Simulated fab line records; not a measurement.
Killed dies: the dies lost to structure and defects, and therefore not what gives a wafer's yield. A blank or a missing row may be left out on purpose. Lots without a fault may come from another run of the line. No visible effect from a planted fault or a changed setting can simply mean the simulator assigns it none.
fab line records ; flow n5-finfet
record: lots: 6; wafers: 17; last-day: 19
route steps=1938 shown BEOL_M4@1106 BEOL_M5@1112
lots untouched by any fault: they come from a run of this same line in which no faults occurred
start-h: start of the lot's first displayed wafer, in hours after the record's first day ; wait-h: time in hours since the lot's previous step ; " same as the row above ; L1.1+2: a single row standing in for several wafers ; - no value, or no start was given ; * or withheld: withheld ; < > ~ a bound
route shown NAME@n: a module of which the file shows steps, and the number in the route of the first ; usual: average and standard deviation across the fault-free wafers ; same: alike in all rows ; chamber/n: place in a boat ; sites: the reading at each site ; _std_site: their standard deviation ; _edge_site: inner sites' mean taken away from outer sites' mean ; radius-mm: for every site, how far away it sits from the centre of the wafer ; mask NAME#n: copy n ; behind: the last tool/chamber to shape the wafer ; hold: why the lot was held/for how many hours/how that ended ; device: the transistor (n, p or np) that didn't switch ; end of line: the tests these same wafers got at the end of their route ; for a step that has no rows: nothing shown but its recipe ; killed: dies lost to structure and defects at the first sort, not the wafer's yield ; map: a wafer's dies, marking killed ones x, the rest . and places with no die _
set.NAME: setting as actually run; set.NAME@STEP: the setting as run at that earlier step ; model.NAME: the simulator's own value behind a step, which no gauge read
lots at selected steps of the route; one table per step, one row per wafer
services: when a tool's chamber went out of use (start-h, in hours from the record's first day, below 0 if earlier), for how many hours, and the reason
== steps ==
step: N5_BEOL_M4_CO_CAP_55
recipe: material: Co; target-thk-a: 20; temp-c: 200; precursor: CCTBA/H2; pressure-torr: 30; time-s: 102.1
step: N5_BEOL_M4_PRE_CLEAN_56
recipe: gas: NH3; time-s: 15; temp-c: withheld; rf-power-w: 300
step: N5_BEOL_M4_DEP_57
recipe: material: SiCN; target-thk-a: 80; temp-c: withheld; precursor: 3MS/NH3; pressure-torr: 3; rf-w: 202; time-s: 14
usual: showerhead-plenum-p-Torr: 3.668/0.012; throttle-valve-pct: 8.9/0.33
same: time-s: 14
lot.wafer;tool;chamber;start-h;wait-h;showerhead-plenum-p-Torr;throttle-valve-pct
L557.1;pecvd-01;2;204.08;0.0;3.653;8.9
L557.2;pecvd-01;0;204.08;0.0;3.681;7.9
L557.5;pecvd-01;2;204.08;0.0;3.654;9.0
L560.2;pecvd-02;1;209.27;0.0;3.665;9.0
L560.3;pecvd-02;1;209.27;0.0;3.662;9.1
L560.5;pecvd-02;1;209.27;0.0;3.669;8.6
L570.2;pecvd-02;1;294.47;0.0;3.658;8.7
L570.5;pecvd-02;2;294.47;0.0;3.687;8.7
L570.6;pecvd-02;0;294.47;0.0;3.664;8.8
L574.1;pecvd-02;2;297.84;0.0;3.679;8.8
L574.4;pecvd-02;1;297.84;0.0;3.665;8.9
L574.6;pecvd-02;0;297.84;0.0;3.663;8.7
L572.1;pecvd-04;2;299.72;0.0;3.676;9.0
L572.5;pecvd-04;0;299.72;0.0;3.696;9.7
L578.2;pecvd-02;1;347.59;0.0;3.659;9.0
L578.4;pecvd-02;2;347.59;0.0;3.673;9.0
L578.6;pecvd-02;0;347.59;0.0;3.660;9.2
step: N5_BEOL_M4_RS_MEAS_58
recipe: thk-meas-gauge: four-point-probe; reads: Co_of_BEOL_M4_CO_CAP_55+Cu_of_BEOL_M4_ECD_50+Co_of_BEOL_M4_CVD_47+TaN_of_BEOL_M4_ALD_84
usual: M4_RS: 0.66/0.036
lot.wafer;tool;chamber;start-h;wait-h;M4_RS[ohm/sq]
L557.1;film-metro-01;-;204.15;0.0;0.64
L557.2;film-metro-01;-;204.15;0.0;0.66
L557.5;film-metro-01;-;204.15;0.0;0.62
L560.2;film-metro-02;-;209.36;0.1;0.68
L560.3;film-metro-02;-;209.36;0.1;0.68
L560.5;film-metro-02;-;209.36;0.1;0.72
L570.2;film-metro-02;-;294.54;0.1;0.69
L570.5;film-metro-02;-;294.54;0.1;0.76
L570.6;film-metro-02;-;294.54;0.1;0.69
L574.1;film-metro-01;-;297.90;0.0;0.60
L574.4;film-metro-01;-;297.90;0.0;0.65
L574.6;film-metro-01;-;297.90;0.0;0.65
L572.1;film-metro-01;-;299.78;0.0;0.68
L572.5;film-metro-01;-;299.78;0.0;0.74
L578.2;film-metro-01;-;347.66;0.1;0.64
L578.4;film-metro-01;-;347.66;0.1;0.70
L578.6;film-metro-01;-;347.66;0.1;0.68
step: N5_BEOL_M4_INSPECT_59
recipe: inspect-instrument: darkfield; mode: post-dep
usual: raw-defect-count: 70/20
lot.wafer;tool;chamber;start-h;wait-h;raw-defect-count
L557.1;defect-inspect-02;-;204.18;0.0;68
L557.2;defect-inspect-02;-;204.18;0.0;61
L557.5;defect-inspect-02;-;204.18;0.0;78
L560.2;defect-inspect-02;-;209.38;0.0;97
L560.3;defect-inspect-02;-;209.38;0.0;59
L560.5;defect-inspect-02;-;209.38;0.0;48
L570.2;defect-inspect-01;-;294.56;0.0;51
L570.5;defect-inspect-01;-;294.56;0.0;66
L570.6;defect-inspect-01;-;294.56;0.0;104
L574.1;defect-inspect-01;-;297.94;0.0;89
L574.4;defect-inspect-01;-;297.94;0.0;89
L574.6;defect-inspect-01;-;297.94;0.0;83
L572.1;defect-inspect-01;-;299.81;0.0;72
L572.5;defect-inspect-01;-;299.81;0.0;67
L578.2;defect-inspect-01;-;347.68;0.0;61
L578.4;defect-inspect-01;-;347.68;0.0;84
L578.6;defect-inspect-01;-;347.68;0.0;64
step: N5_BEOL_M4_RC_MEAS_101
usual: DIBL_N: 36.5/1.9; DIBL_P: 36.4/2.2; IOFF_N: 0.17/0.034; IOFF_P: 0.21/0.036; ION_N: 678/12; ION_P: 462/7.1; SS_N: 71.7/0.61; SS_P: 73.4/0.71; VT_N: 249/3.5; VT_P: -251/3
lot.wafer;tool;chamber;start-h;wait-h;DIBL_N[mV/V];DIBL_P[mV/V];IOFF_N[nA/um];IOFF_P[nA/um];ION_N[uA/um];ION_P[uA/um];SS_N[mV/dec];SS_P[mV/dec];VT_N[mV];VT_P[mV]
L557.1;prober-02;0;204.20;0.0;40.9;40.2;0.25;0.27;689;463;71.9;74.5;244;-248
L557.2;prober-02;0;204.20;0.0;36.2;34.5;0.14;0.18;667;456;71.7;72.2;250;-254
L557.5;prober-02;0;204.20;0.0;37.3;37.4;0.17;0.21;678;456;71.7;73.2;248;-253
L560.2;prober-02;0;209.56;0.2;39.7;41.1;0.24;0.31;690;470;73.1;75.1;242;-247
L560.3;prober-02;0;209.56;0.2;35.9;35.4;0.16;0.20;673;456;71.1;72.3;250;-251
L560.5;prober-02;0;209.56;0.2;38.7;37.9;0.23;0.26;690;466;71.9;74.1;244;-250
L570.2;prober-02;0;294.74;0.2;32.7;33.2;0.10;0.15;666;457;71.2;72.3;259;-255
L570.5;prober-02;0;294.74;0.2;31.8;31.3;0.09;0.13;658;458;70.4;71.8;258;-258
L570.6;prober-02;0;294.74;0.2;37.3;38.2;0.17;0.22;680;468;71.7;73.7;249;-251
L574.1;prober-01;0;297.96;0.0;38.3;40.4;0.22;0.26;690;464;72.9;74.2;246;-249
L574.4;prober-01;0;297.96;0.0;39.2;41.2;0.25;0.26;698;466;73.2;74.2;243;-249
L574.6;prober-01;0;297.96;0.0;37.7;39.8;0.20;0.23;685;468;73.0;73.7;248;-250
L572.1;prober-01;0;299.84;0.0;38.4;39.3;0.20;0.25;689;470;71.7;73.9;244;-248
L572.5;prober-01;0;299.84;0.0;36.3;37.2;0.17;0.21;699;473;71.5;72.8;248;-250
L578.2;prober-01;0;347.86;0.2;34.2;32.5;0.13;0.18;671;463;71.7;73.3;252;-253
L578.4;prober-01;0;347.86;0.2;35.5;34.0;0.16;0.20;673;467;70.7;74.2;249;-252
L578.6;prober-01;0;347.86;0.2;35.3;33.4;0.15;0.18;683;462;71.6;73.3;251;-252
step: N5_BEOL_M5_ILD_DEP_00
recipe: material: SiCOH_lowk; target-thk-a: 1406.4; temp-c: 300; precursor: DEMS/porogen; pressure-torr: 5; rf-w: 500; time-s: 25.9
usual: heater-power-outer-w: 141/31; heater-power-w: 310/56; showerhead-plenum-p-Torr: 5.737/0.019; throttle-valve-pct: 13.7/0.38
same: time-s: 25.9
lot.wafer;tool;chamber;start-h;wait-h;heater-power-outer-w;heater-power-w;showerhead-plenum-p-Torr;throttle-valve-pct
L557.1;pecvd-03;1;205.16;0.8;145;338;5.759;13.7
L557.2;pecvd-03;2;205.16;0.8;123;322;5.701;13.3
L557.5;pecvd-03;1;205.16;0.8;148;360;5.726;13.6
L560.2;pecvd-03;1;210.37;0.7;166;369;5.746;13.8
L560.3;pecvd-03;2;210.37;0.7;163;356;5.704;13.3
L560.5;pecvd-03;2;210.37;0.7;168;358;5.700;13.2
L570.2;pecvd-02;2;295.55;0.7;159;345;5.763;13.6
L570.5;pecvd-02;1;295.55;0.7;115;252;5.747;13.6
L570.6;pecvd-02;2;295.55;0.7;164;337;5.751;13.3
L574.1;pecvd-03;1;298.93;0.8;179;392;5.739;13.8
L574.4;pecvd-03;2;298.93;0.8;153;338;5.703;13.4
L574.6;pecvd-03;0;298.93;0.8;143;282;5.724;13.5
L572.1;pecvd-04;0;300.80;0.8;67;198;5.759;14.4
L572.5;pecvd-04;0;300.80;0.8;73;201;5.750;14.5
L578.2;pecvd-02;0;348.68;0.7;140;330;5.738;14.0
L578.4;pecvd-02;0;348.68;0.7;146;329;5.727;13.9
L578.6;pecvd-02;1;348.68;0.7;103;244;5.748;13.5
step: N5_BEOL_M5_CURE_79
recipe: temp-c: 385; time-s: 240; ambient: He/Ar; material: SiCOH_lowk
usual: lamp-power-pct: 52.30/0.057; wafer_temp_C_max: 386.6/0.51
same: time-s: 240
lot.wafer;tool;chamber;start-h;wait-h;lamp-power-pct;wafer_temp_C_max
L557.1;uv-cure-02;1;205.23;0.0;52.36;387.2
L557.2;uv-cure-02;1;205.23;0.0;52.17;386.8
L557.5;uv-cure-02;1;205.23;0.0;52.30;387.0
L560.2;uv-cure-01;2;210.51;0.1;52.29;386.7
L560.3;uv-cure-01;2;210.51;0.1;52.25;386.9
L560.5;uv-cure-01;2;210.51;0.1;52.33;386.4
L570.2;uv-cure-01;1;295.78;0.2;52.18;386.7
L570.5;uv-cure-01;1;295.78;0.2;52.21;386.4
L570.6;uv-cure-01;1;295.78;0.2;52.20;386.3
L574.1;uv-cure-03;1;298.99;0.0;52.35;386.0
L574.4;uv-cure-03;1;298.99;0.0;52.19;386.3
L574.6;uv-cure-03;1;298.99;0.0;52.26;386.6
L572.1;uv-cure-01;1;300.86;0.0;52.23;386.4
L572.5;uv-cure-01;1;300.86;0.0;52.34;387.8
L578.2;uv-cure-02;2;348.82;0.1;52.27;386.0
L578.4;uv-cure-02;2;348.82;0.1;52.34;386.9
L578.6;uv-cure-02;2;348.82;0.1;52.29;386.2
step: N5_BEOL_M5_THK_MEAS_01
recipe: reads: SiCOH_lowk_of_BEOL_M5_ILD_DEP_00
usual: M5_ILD_THK: 121.3/1.5
lot.wafer;tool;chamber;start-h;wait-h;M5_ILD_THK[nm]
L557.1;film-metro-02;-;205.75;0.4;122.4
L557.2;film-metro-02;-;205.75;0.4;121.1
L557.5;film-metro-02;-;205.75;0.4;122.8
L560.2;film-metro-02;-;210.94;0.4;121.0
L560.3;film-metro-02;-;210.94;0.4;121.4
L560.5;film-metro-02;-;210.94;0.4;122.1
L570.2;film-metro-01;-;296.61;0.7;120.0
L570.5;film-metro-01;-;296.61;0.7;121.1
L570.6;film-metro-01;-;296.61;0.7;121.5
L574.1;film-metro-02;-;299.98;0.8;119.9
L574.4;film-metro-02;-;299.98;0.8;121.0
L574.6;film-metro-02;-;299.98;0.8;122.3
L572.1;film-metro-01;-;301.39;0.4;121.9
L572.5;film-metro-01;-;301.39;0.4;124.4
L578.2;film-metro-01;-;349.25;0.4;122.1
L578.4;film-metro-01;-;349.25;0.4;123.7
L578.6;film-metro-01;-;349.25;0.4;119.6
step: N5_BEOL_M5_PECVD_70
recipe: material: SiO2; target-thk-a: 160; temp-c: 400; precursor: TEOS/O2; pressure-torr: 5.5; rf-w: 450; teos-flow-sccm: 53.8; gas: O2; flow-sccm: 3000; time-s: 18
step: N5_BEOL_M5_HM_DEP_02
recipe: material: TiN; target-thk-a: 200; temp-c: 25; chamber-pressure-pa: 0.49996
step: N5_BEOL_M5_COAT_59
recipe: resist: SOC; temp-c: 250; time-s: 60; spin-rpm: 1500; resist-thk-nm: 60
step: N5_BEOL_M5_COAT_60
recipe: resist: SiARC; temp-c: 220; time-s: 60; spin-rpm: 1500; resist-thk-nm: 12
usual: chill-plate-temp-C: 23.00/0.11; spin-speed-rpm: 1500.0/1
same: time-s: 60
lot.wafer;tool;chamber;start-h;wait-h;chill-plate-temp-C;spin-speed-rpm
L557.1;litho-track-03;0;206.09;-;22.92;1499.7
L557.2;litho-track-03;0;206.09;-;22.89;1500.6
L557.5;litho-track-03;0;206.09;-;22.94;1500.8
L560.2;litho-track-03;0;211.51;-;23.00;1500.5
L560.3;litho-track-03;0;211.51;-;23.12;1500.5
L560.5;litho-track-03;0;211.51;-;23.11;1501.0
L570.2;litho-track-03;0;298.04;-;23.00;1554.3
L570.5;litho-track-03;0;298.04;-;23.21;1556.9
L570.6;litho-track-03;0;298.04;-;22.93;1557.3
L574.1;litho-track-03;0;301.41;-;23.06;1555.0
L574.4;litho-track-03;0;301.41;-;22.99;1554.5
L574.6;litho-track-03;0;301.41;-;22.88;1554.7
L572.1;litho-track-04;0;301.93;-;23.06;1500.4
L572.5;litho-track-04;0;301.93;-;23.17;1498.6
L578.2;litho-track-05;0;350.25;-;22.98;1499.6
L578.4;litho-track-05;0;350.25;-;23.12;1500.1
L578.6;litho-track-05;0;350.25;-;23.12;1500.0
step: N5_BEOL_M5_COAT_71
recipe: resist: underlayer; temp-c: 205; time-s: 60; spin-rpm: 1500; resist-thk-nm: 5
step: N5_BEOL_M5_COAT_05
recipe: resist: CAR-EUV; spin-rpm: 1500; resist-thk-nm: 30
step: N5_BEOL_M5_EBR_07
recipe: solvent: PGMEA; ebr-width-mm: 1.5
step: N5_BEOL_M5_SOFTBAKE_06
recipe: temp-c: 110; time-s: 60; resist: CAR-EUV
step: N5_BEOL_M5_EXPOSE_08
recipe: mask-id: M5; na: 0.33; source-shape: annular; sigma-inner: 0.4; sigma-outer: 0.8; polarization: unpolarized; target-cd-nm: 28; dose-mj: 35.75
step: N5_BEOL_M5_PEB_09
recipe: peb-temp-c: 100; peb-time-s: 60; resist: CAR-EUV
step: N5_BEOL_M5_DEVELOP_10
recipe: develop-time-s: 30; developer: TMAH; resist: CAR-EUV; rinse-liquid: surfactant-rinse; dry: air-spin; dev-temp-c: 23
step: N5_BEOL_M5_CD_MEAS_11
recipe: target-cd-nm: 27.74; landing-energy-ev: 500; detector: se-inlens
usual: cd-nm: 28.03/0.25
lot.wafer;tool;chamber;start-h;wait-h;cd-nm
L557.1;cd-sem-02;0;206.51;-;28.02
L557.2;cd-sem-02;0;206.51;-;27.95
L557.5;cd-sem-02;0;206.51;-;27.99
L560.2;cd-sem-02;0;211.78;-;28.29
L560.3;cd-sem-02;0;211.78;-;27.70
L560.5;cd-sem-02;0;211.78;-;28.07
L570.2;cd-sem-01;0;298.30;-;27.73
L570.5;cd-sem-01;0;298.30;-;28.00
L570.6;cd-sem-01;0;298.30;-;28.28
L574.1;cd-sem-01;0;301.67;-;28.52
L574.4;cd-sem-01;0;301.67;-;28.11
L574.6;cd-sem-01;0;301.67;-;27.89
L572.1;cd-sem-01;0;302.19;-;28.19
L572.5;cd-sem-01;0;302.19;-;28.16
L578.2;cd-sem-03;0;350.51;-;28.00
L578.4;cd-sem-03;0;350.51;-;28.12
L578.6;cd-sem-03;0;350.51;-;27.87
step: N5_BEOL_M5_OVL_MEAS_12
recipe: points-per-wafer: 522
usual: M5_OVL: -0.6/0.63
lot.wafer;tool;chamber;start-h;wait-h;M5_OVL[nm]
L557.1;overlay-02;0;206.54;0.0;-0.8
L557.2;overlay-02;0;206.54;0.0;-1.2
L557.5;overlay-02;0;206.54;0.0;-0.7
L560.2;overlay-01;0;211.81;0.0;-0.8
L560.3;overlay-01;0;211.81;0.0;-0.3
L560.5;overlay-01;0;211.81;0.0;-0.9
L570.2;overlay-01;0;298.34;0.0;-0.4
L570.5;overlay-01;0;298.34;0.0;-1.2
L570.6;overlay-01;0;298.34;0.0;-0.2
L574.1;overlay-02;0;301.70;0.0;-0.6
L574.4;overlay-02;0;301.70;0.0;0.6
L574.6;overlay-02;0;301.70;0.0;0.3
L572.1;overlay-02;0;302.22;0.0;0.2
L572.5;overlay-02;0;302.22;0.0;-0.3
L578.2;overlay-01;0;350.54;0.0;-0.7
L578.4;overlay-01;0;350.54;0.0;0.1
L578.6;overlay-01;0;350.54;0.0;-0.1
step: N5_BEOL_M5_INSPECT_13
recipe: mode: adi; inspect-instrument: brightfield
usual: raw-defect-count: 412/100
lot.wafer;tool;chamber;start-h;wait-h;raw-defect-count
L557.1;defect-inspect-01;-;206.60;0.1;655
L557.2;defect-inspect-01;-;206.60;0.1;393
L557.5;defect-inspect-01;-;206.60;0.1;448
L560.2;defect-inspect-02;-;211.86;0.0;378
L560.3;defect-inspect-02;-;211.86;0.0;336
L560.5;defect-inspect-02;-;211.86;0.0;360
L570.2;defect-inspect-01;-;298.39;0.0;679
L570.5;defect-inspect-01;-;298.39;0.0;689
L570.6;defect-inspect-01;-;298.39;0.0;644
L574.1;defect-inspect-02;-;301.76;0.1;620
L574.4;defect-inspect-02;-;301.76;0.1;479
L574.6;defect-inspect-02;-;301.76;0.1;607
L572.1;defect-inspect-01;-;302.28;0.1;368
L572.5;defect-inspect-01;-;302.28;0.1;288
L578.2;defect-inspect-01;-;350.60;0.0;368
L578.4;defect-inspect-01;-;350.60;0.0;397
L578.6;defect-inspect-01;-;350.60;0.0;437
step: N5_BEOL_M5_DESCUM_16
recipe: chemistry: O2; time-s: 7; source-power-w: 50; bias-power-w: 20; pressure-mtorr: 20; rf-frequency-hz: 2.712e+07; temp-c: 40; resist: CAR-EUV; o2-flow-sccm: 225
step: N5_BEOL_M5_ETCH_72
recipe: chemistry: N2/H2; target: underlayer; target-depth-a: 65; mask-material: CAR-EUV; time-s: 5.2; ion-energy-ev: 200; pressure-mtorr: 30; source-w: 840; bias-w: 150; n2-flow-sccm: 200; h2-flow-sccm: 200; ends: cleared
usual: drypump-motor-current-A: 5.6/0.42; etch-rf-on-time-s: 5.19/0.15; n2-flow-sccm: 200.0/0.55; oes-product-au: 0.66/0.07; rf-vpp-V: 524.0/2.4; showerhead-plenum-p-Torr: 2.54/0.068; throttle-valve-pct: 17.90/0.23
lot.wafer;tool;chamber;start-h;wait-h;drypump-motor-current-A;etch-rf-on-time-s;n2-flow-sccm;oes-product-au;rf-hours-counter-h;rf-vpp-V;showerhead-plenum-p-Torr;throttle-valve-pct
L557.1;rie-diel-05;2;206.67;0.0;6.2;5.11;199.4;0.73;67;525.2;2.60;17.61
L557.2;rie-diel-05;3;206.67;0.0;5.1;5.42;199.7;0.58;248;521.4;2.49;18.14
L557.5;rie-diel-05;1;206.67;0.0;5.6;5.05;199.9;0.61;-;528.0;2.62;17.84
L560.2;rie-diel-06;1;211.93;0.0;6.6;5.28;201.0;0.57;234;521.3;2.53;18.11
L560.3;rie-diel-06;3;211.93;0.0;5.6;5.49;199.6;0.60;190;526.7;2.63;18.00
L560.5;rie-diel-06;1;211.93;0.0;6.6;5.24;199.9;0.58;-;523.0;2.53;18.11
L570.2;rie-diel-02;0;298.70;0.0;5.1;5.30;199.2;0.58;217;528.1;2.60;18.20
L570.5;rie-diel-02;1;298.70;0.0;5.7;5.42;199.7;0.68;-;522.1;2.48;17.94
L570.6;rie-diel-02;0;298.70;0.0;5.1;5.34;199.1;0.58;-;525.0;2.60;18.19
L574.1;rie-diel-05;2;302.31;0.0;6.2;5.06;199.9;0.70;88;524.7;2.59;17.65
L574.4;rie-diel-05;1;302.31;0.0;5.6;5.06;199.4;0.59;243;525.8;2.61;17.87
L574.6;rie-diel-05;0;302.31;0.0;5.2;5.16;200.3;0.69;-;521.6;2.44;17.33
L572.1;rie-diel-02;1;302.89;0.0;5.6;5.37;199.5;0.68;85;520.8;2.48;17.94
L572.5;rie-diel-02;2;302.89;0.0;6.0;4.96;199.7;0.63;-;521.0;2.53;17.84
L578.2;rie-diel-06;0;350.67;0.0;5.2;5.22;199.9;0.64;160;521.5;2.44;18.19
L578.4;rie-diel-06;0;350.67;0.0;5.2;5.30;199.9;0.64;-;521.8;2.44;18.20
L578.6;rie-diel-06;2;350.67;0.0;5.7;5.22;200.1;0.61;-;528.2;2.62;18.06
step: N5_BEOL_M5_ETCH_61
recipe: chemistry: CF4; target: SiARC; target-depth-a: 156; mask-material: CAR-EUV; time-s: 26; ion-energy-ev: 80; pressure-mtorr: 40; source-w: 545; bias-w: 36; Ar_flow_sccm: 100; cf4-flow-sccm: 100; ends: cleared
usual: drypump-motor-current-A: 5.6/0.41; etch-rf-on-time-s: 26.0/0.7; oes-product-au: 0.66/0.07; rf-vpp-V: 184.1/1.1; showerhead-plenum-p-Torr: 2.14/0.057; throttle-valve-pct: 15.64/0.24
lot.wafer;tool;chamber;start-h;wait-h;drypump-motor-current-A;etch-rf-on-time-s;oes-product-au;rf-hours-counter-h;rf-vpp-V;showerhead-plenum-p-Torr;throttle-valve-pct;model.etch.depth-nm
L557.1;rie-diel-05;2;206.68;0.0;6.2;25.6;0.72;67;181.9;2.16;15.21;12.06
L557.2;rie-diel-05;3;206.68;0.0;5.1;27.5;0.57;248;183.7;2.13;16.02;12.05
L557.5;rie-diel-05;1;206.68;0.0;5.6;25.2;0.62;-;184.0;2.20;15.63;12.03
L560.2;rie-diel-06;1;211.95;0.0;6.5;26.2;0.58;234;183.0;2.11;15.74;12.08
L560.3;rie-diel-06;3;211.95;0.0;5.6;27.5;0.60;190;185.0;2.21;15.78;12.07
L560.5;rie-diel-06;1;211.95;0.0;6.5;26.2;0.58;-;184.7;2.11;15.75;12.11
L570.2;rie-diel-02;0;298.71;0.0;5.1;26.3;0.58;217;183.9;2.22;16.05;11.74
L570.5;rie-diel-02;1;298.71;0.0;5.6;26.4;0.67;-;183.1;2.08;15.73;11.75
L570.6;rie-diel-02;0;298.71;0.0;5.1;26.3;0.58;-;185.8;2.22;16.05;11.77
L574.1;rie-diel-05;2;302.32;0.0;6.2;25.0;0.70;88;185.7;2.15;15.25;11.75
L574.4;rie-diel-05;1;302.32;0.0;5.6;24.6;0.61;243;186.4;2.19;15.68;11.78
L574.6;rie-diel-05;0;302.32;0.0;5.2;25.1;0.69;-;182.9;2.08;15.36;11.77
L572.1;rie-diel-02;1;302.90;0.0;5.6;26.9;0.67;85;183.0;2.08;15.73;11.95
L572.5;rie-diel-02;2;302.90;0.0;6.0;25.5;0.63;-;183.9;2.12;15.65;11.98
L578.2;rie-diel-06;0;350.68;0.0;5.1;26.4;0.64;160;181.8;2.06;15.94;12.05
L578.4;rie-diel-06;0;350.68;0.0;5.2;26.3;0.64;-;182.0;2.06;15.90;12.02
L578.6;rie-diel-06;2;350.68;0.0;5.6;25.7;0.61;-;184.5;2.21;15.75;12.05
step: N5_BEOL_M5_ETCH_62
recipe: chemistry: N2/H2; target: SOC; target-depth-a: 750; overetch-a: 150; mask-material: SiARC; temp-c: 40; time-s: 112.5; ion-energy-ev: 200; pressure-mtorr: 30; source-w: 840; bias-w: 150; n2-flow-sccm: 200; h2-flow-sccm: 200
usual: drypump-motor-current-A: 5.6/0.42; n2-flow-sccm: 200.1/0.55; oes-product-au: 0.61/0.061; rf-vpp-V: 523.8/2.1; showerhead-plenum-p-Torr: 2.54/0.068; throttle-valve-pct: 17.86/0.23
same: time-s: 112.5
lot.wafer;tool;chamber;start-h;wait-h;drypump-motor-current-A;n2-flow-sccm;oes-product-au;rf-hours-counter-h;rf-vpp-V;showerhead-plenum-p-Torr;throttle-valve-pct
L557.1;rie-diel-05;2;206.71;0.0;6.2;199.8;0.65;67;525.4;2.60;17.56
L557.2;rie-diel-05;3;206.71;0.0;5.1;199.9;0.55;248;521.8;2.49;18.10
L557.5;rie-diel-05;1;206.71;0.0;5.6;199.8;0.56;-;525.4;2.62;17.77
L560.2;rie-diel-06;1;211.98;0.0;6.5;200.1;0.54;234;523.3;2.53;18.06
L560.3;rie-diel-06;3;211.98;0.0;5.7;199.5;0.58;190;525.8;2.63;17.93
L560.5;rie-diel-06;1;211.98;0.0;6.5;200.9;0.54;-;522.6;2.53;18.07
L570.2;rie-diel-02;0;298.74;0.0;5.1;200.7;0.55;217;525.0;2.60;18.18
L570.5;rie-diel-02;1;298.74;0.0;5.7;201.2;0.64;-;521.7;2.48;17.91
L570.6;rie-diel-02;0;298.74;0.0;5.1;199.8;0.55;-;525.2;2.60;18.16
L574.1;rie-diel-05;2;302.35;0.0;6.2;199.6;0.64;88;524.2;2.59;17.61
L574.4;rie-diel-05;1;302.35;0.0;5.6;201.6;0.55;243;526.3;2.61;17.81
L574.6;rie-diel-05;0;302.35;0.0;5.2;201.1;0.63;-;521.0;2.44;17.30
L572.1;rie-diel-02;1;302.93;0.0;5.7;199.5;0.64;85;521.9;2.48;17.92
L572.5;rie-diel-02;2;302.93;0.0;6.0;200.4;0.58;-;524.1;2.53;17.83
L578.2;rie-diel-06;0;350.71;0.0;5.2;199.5;0.60;160;519.8;2.44;18.16
L578.4;rie-diel-06;0;350.71;0.0;5.2;199.2;0.59;-;523.3;2.44;18.17
L578.6;rie-diel-06;2;350.71;0.0;5.6;200.9;0.57;-;525.8;2.62;18.01
== services ==
tool;chamber;start-h;hours;kind
uv-cure-02;-;182.55;3.4;pm
pecvd-02;-;203.84;3.3;repair
rie-diel-02;3;205.74;6.4;repair
rie-diel-02;0;207.35;34.2;repair
pecvd-02;0;207.51;13.8;repair
pecvd-03;0;211.56;3.5;repair
pecvd-03;-;222.51;6.0;pm
uv-cure-03;-;223.44;1.0;pm
pecvd-04;0;245.24;6.4;repair
rie-diel-02;-;257.56;0.3;repair
rie-diel-05;2;260.27;5.0;repair
uv-cure-01;-;260.68;1.3;repair
rie-diel-02;0;271.01;5.8;repair
uv-cure-02;-;275.49;9.4;repair
pecvd-03;1;278.44;12.3;repair
rie-diel-06;-;295.07;0.1;repair
pecvd-02;-;299.94;5.5;pm
pecvd-03;0;300.65;12.7;repair
pecvd-01;0;310.77;1.8;repair
rie-diel-05;3;319.91;10.7;repair
pecvd-04;1;321.81;5.6;repair
pecvd-02;-;323.14;0.7;repair
rie-diel-02;1;328.63;4.6;repair
uv-cure-01;-;330.93;2.8;pm
== key ==
first-sign: step: N5_BEOL_M5_COAT_60; reading: spin-speed-rpm; direction: up; sigmas: 53; usual: *; struck: *
effect none on later readings
model-effect: step: N5_BEOL_M5_ETCH_61; value: etch.depth-nm; without: 11.98; struck: 11.76
met-at N5_BEOL_M5_COAT_60
struck-wafers L570.2,L570.5,L570.6,L574.1,L574.4,L574.6
onset-between 211.51 298.04
fault: kind: process-parameter-drift; tool: litho-track-03; chamber: -; onset-h: 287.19; steps: N5_BEOL_M5_COAT_60; channel: spin-rpm; offset: *; shape: step; end-h: 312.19; acts-in: *; stated: *
